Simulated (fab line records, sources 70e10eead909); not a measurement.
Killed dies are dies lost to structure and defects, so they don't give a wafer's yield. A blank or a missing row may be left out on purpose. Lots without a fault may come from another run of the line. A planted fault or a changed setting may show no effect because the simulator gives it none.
Chamber matching | flow nand_harc | NHARC_A_STAIRCASE_DESCUM_443 on rie_diel-02: 4 sister chambers
The step chemistry O2, time 3 s. 22 wafers are shown with their chamber, then 11 later ones without.

WAFERS WITH THEIR CHAMBER
wafer  | chamber | drypump_motor_current_A (A) | showerhead_plenum_p_Torr (Torr) | oes_product_au (a.u.)
L074.1 | 2       | 6.4                         | 2.05                            | 0.994
L074.2 | 3       | 5.5                         | 1.84                            | 1.003
L074.5 | 0       | 6.1                         | 2.06                            | 0.998
L076.1 | 2       | 6.5                         | 2.05                            | 0.998
L076.2 | 1       | 5.8                         | 1.96                            | 0.996
L076.3 | 3       | 5.5                         | 1.84                            | 0.996
L078.2 | 0       | 6.1                         | 2.05                            | 1.004
L078.3 | 3       | 5.5                         | 1.84                            | 0.996
L078.6 | 0       | 6.1                         | 2.05                            | 0.995
L079.2 | 1       | 5.8                         | 1.96                            | 0.995
L079.4 | 0       | 6.1                         | 2.05                            | 0.987
L079.5 | 3       | 5.5                         | 1.84                            | 0.986
L082.1 | 1       | 5.8                         | 1.95                            | 1.018
L082.2 | 3       | 5.5                         | 1.83                            | 0.991
L082.5 | 2       | 6.4                         | 2.04                            | 1.001
L085.2 | 3       | 5.5                         | 1.83                            | 0.992
L085.5 | 0       | 6.1                         | 2.04                            | 0.998
L085.6 | 1       | 5.8                         | 1.95                            | 1.014
L086.3 | 2       | 6.5                         | 2.04                            | 0.984
L086.4 | 0       | 6.1                         | 2.04                            | 0.998
L086.5 | 2       | 6.4                         | 2.04                            | 0.987
L090.1 | 2       | 6.4                         | 2.03                            | 1.008

SIGNATURES (means of the wafers above)
reading                  | chamber 0 | chamber 1 | chamber 2 | chamber 3 | scatter within a chamber
drypump_motor_current_A  | 6.100     | 5.800     | 6.433     | 5.500     | 0.0272
showerhead_plenum_p_Torr | 2.0483    | 1.9550    | 2.0417    | 1.8367    | 0.00667
oes_product_au           | 0.99667   | 1.00575   | 0.99533   | 0.99400   | 0.00799
Rule: a wafer's distance from a chamber is the root of the sum, over the readings, of the square of ((its reading less the chamber's mean) divided by the reading's scatter). The wafer belongs to the nearest chamber; if the next one is less than 2 further off, it can't be placed. The scatter: the root of (the sum of the squares of (reading less its chamber's mean) over the shown wafers, divided by (wafers less chambers)).

WAFERS WITHOUT THEIR CHAMBER
wafer  | drypump_motor_current_A (A) | showerhead_plenum_p_Torr (Torr) | oes_product_au (a.u.)
L090.2 | 5.5                         | 1.83                            | 1.012
L090.4 | 5.8                         | 1.95                            | 1.013
L092.1 | 6.2                         | 2.04                            | 1.000
L092.4 | 5.8                         | 1.95                            | 0.995
L092.5 | 5.5                         | 1.83                            | 0.996
L095.1 | 5.5                         | 1.83                            | 1.005
L095.2 | 5.8                         | 1.94                            | 0.992
L095.4 | 5.5                         | 1.83                            | 0.997
L096.2 | 6.1                         | 2.03                            | 0.997
L096.3 | 5.8                         | 1.94                            | 0.991
L096.6 | 6.1                         | 2.03                            | 0.992

WHICH CHAMBER EACH WENT THROUGH
wafer  | from the rows above | in truth
L090.2 | 3                   | 3
L090.4 | 1                   | 1
L092.1 | 0                   | 0
L092.4 | 1                   | 1
L092.5 | 3                   | 3
L095.1 | 3                   | 3
L095.2 | 1                   | 1
L095.4 | 3                   | 3
L096.2 | 0                   | 0
L096.3 | 1                   | 1
L096.6 | 0                   | 0
Placed correctly: 11 of 11. Can't be placed from these rows: 0. Placed wrongly: 0.
